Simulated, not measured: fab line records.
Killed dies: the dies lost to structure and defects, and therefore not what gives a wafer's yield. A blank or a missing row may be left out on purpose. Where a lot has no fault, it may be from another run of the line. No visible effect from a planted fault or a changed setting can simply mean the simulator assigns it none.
Which tool did it? | flow n5Finfet | 24 lots, 72 wafers sampled, at 1 step of a route of 1938

## WHAT EACH GAUGE READ, for each wafer
N5_HKMG_FIN_CD_MEAS_12: target cd 92.8 nm. Usual: 93.0 nm for cdNm, sd 0.75.
lot  | measured    | on       | cdNm (nm)      | flag
L074 | day 4 06:26 | cdSem-03 | 93.4 93.1 92.9 | 
L075 | day 4 10:22 | cdSem-01 | 92.4 92.6 93.2 | 
L076 | day 4 14:53 | cdSem-01 | 93.4 93.3 93.2 | 
L077 | day 4 20:14 | cdSem-02 | 93.5 93.3 93.2 | 
L078 | day 5 08:51 | cdSem-01 | 93.3 93.4 93.2 | 
L079 | day 5 14:31 | cdSem-01 | 92.9 92.0 92.7 | 
L080 | day 5 18:11 | cdSem-02 | 93.2 93.2 92.6 | 
L081 | day 5 22:15 | cdSem-02 | 92.6 93.3 94.6 | 
L082 | day 6 02:36 | cdSem-03 | 92.9 92.2 92.6 | 
L083 | day 6 06:53 | cdSem-01 | 91.1 91.5 91.4 | 
L084 | day 6 17:25 | cdSem-03 | 93.1 92.6 92.9 | 
L085 | day 6 21:30 | cdSem-02 | 94.8 93.8 95.2 | 
L086 | day 7 09:49 | cdSem-01 | 94.2 93.4 93.7 | 
L087 | day 7 13:25 | cdSem-03 | 94.2 94.2 94.0 | 
L088 | day 7 18:02 | cdSem-01 | 92.1 92.2 92.4 | 
L089 | day 8 01:40 | cdSem-03 | 93.1 92.8 92.4 | 
L090 | day 8 02:22 | cdSem-01 | 93.1 92.9 93.2 | 
L091 | day 8 10:08 | cdSem-03 | 92.4 92.2 92.8 | 
L092 | day 8 12:52 | cdSem-03 | 93.1 93.5 92.2 | 
L093 | day 8 23:13 | cdSem-03 | 92.4 92.5 92.3 | 
L094 | day 9 02:44 | cdSem-02 | 93.7 92.9 93.6 | 
L095 | day 9 10:56 | cdSem-01 | 92.8 93.3 92.9 | 
L096 | day 9 16:07 | cdSem-02 | 93.1 93.2 93.6 | 
L097 | day 9 23:46 | cdSem-01 | 93.2 92.8 93.6 | 

## EACH LOT AND THE TOOL THAT RAN IT (in order: tool; ch and the chambers of the sampled wafers; start)
The record shows no process step preceding these readings.

## AS READ BY THE TOOLS THEMSELVES (means over the sampled wafers that have a number; for cases with no such wafer, the mark the record gives instead)
The record holds no such reading with a usual standard deviation.

## THE ANSWER, worked out from the rows above alone
Rule: a lot counts as off when the mean over its wafers that have a number is more than 3 standard deviations away from the usual mean. Also off: a lot with no number at a reading for which 4 or more lots have one. Where the step has rows for the other lots, those lots are counted as sound. The gauges are gone through in route order, then the tools' own readings, and for those a lot's mean is taken as printed above. At the first step where some lot is off, the reading lying furthest off is the one used; lots without a number count as furthest.
No lot is off at any reading shown: from this, nothing can be told.

## WHAT WAS PUT IN BY THE SIMULATOR
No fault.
